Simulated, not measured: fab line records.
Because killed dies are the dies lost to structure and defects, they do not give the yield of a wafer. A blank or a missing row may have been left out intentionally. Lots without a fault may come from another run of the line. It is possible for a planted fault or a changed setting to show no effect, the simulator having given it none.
Matching of chambers | flow n5Finfet | N5_BEOL_M6_ILD_DEP_00 on pecvd-04: 3 sister chambers
The step deposits SiCOH lowk from DEMS/porogen, target thk 179.75 nm, time 33.4 s. 3 wafers are shown with their chamber, then 7 later ones without.

WAFERS, EACH WITH ITS CHAMBER
wafer  | chamber | showerheadPlenumPTorr (Torr)
L079.5 | 1       | 5.717
L091.3 | 0       | 5.748
L091.4 | 2       | 5.726

WAFERS WITH NO CHAMBER GIVEN
wafer  | showerheadPlenumPTorr (Torr)
L091.5 | 5.709
L093.1 | 5.751
L093.4 | 5.743
L093.5 | 5.725
L096.3 | 5.709
L096.4 | 5.745
L096.5 | 5.722

WHICH CHAMBER EACH WENT THROUGH
wafer  | from the rows above     | in truth
L091.5 | can't be placed: 1 or 2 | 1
L093.1 | 0                       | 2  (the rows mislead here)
L093.4 | 0                       | 0
L093.5 | can't be placed: 2 or 1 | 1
L096.3 | can't be placed: 1 or 2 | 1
L096.4 | 0                       | 0
L096.5 | can't be placed: 2 or 1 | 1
2 of 7 placed correctly. Cannot be placed on the basis of these rows: 4; the candidates contain the true chamber in 4. Placed wrongly: 1.
How it was worked out, from the rows above alone: a wafer's distance from a chamber is the root of the sum, over the readings, of the square of ((its reading less the chamber's mean) divided by the reading's scatter). If the next closest chamber is less than 2 further off than the closest, the wafer can't be placed; otherwise it belongs to the closest. The mean given for a chamber averages the wafers shown for that chamber. The scatter: with one shown wafer a chamber, the root of the mean of the squares of how far each hidden wafer lies from its nearest shown one.
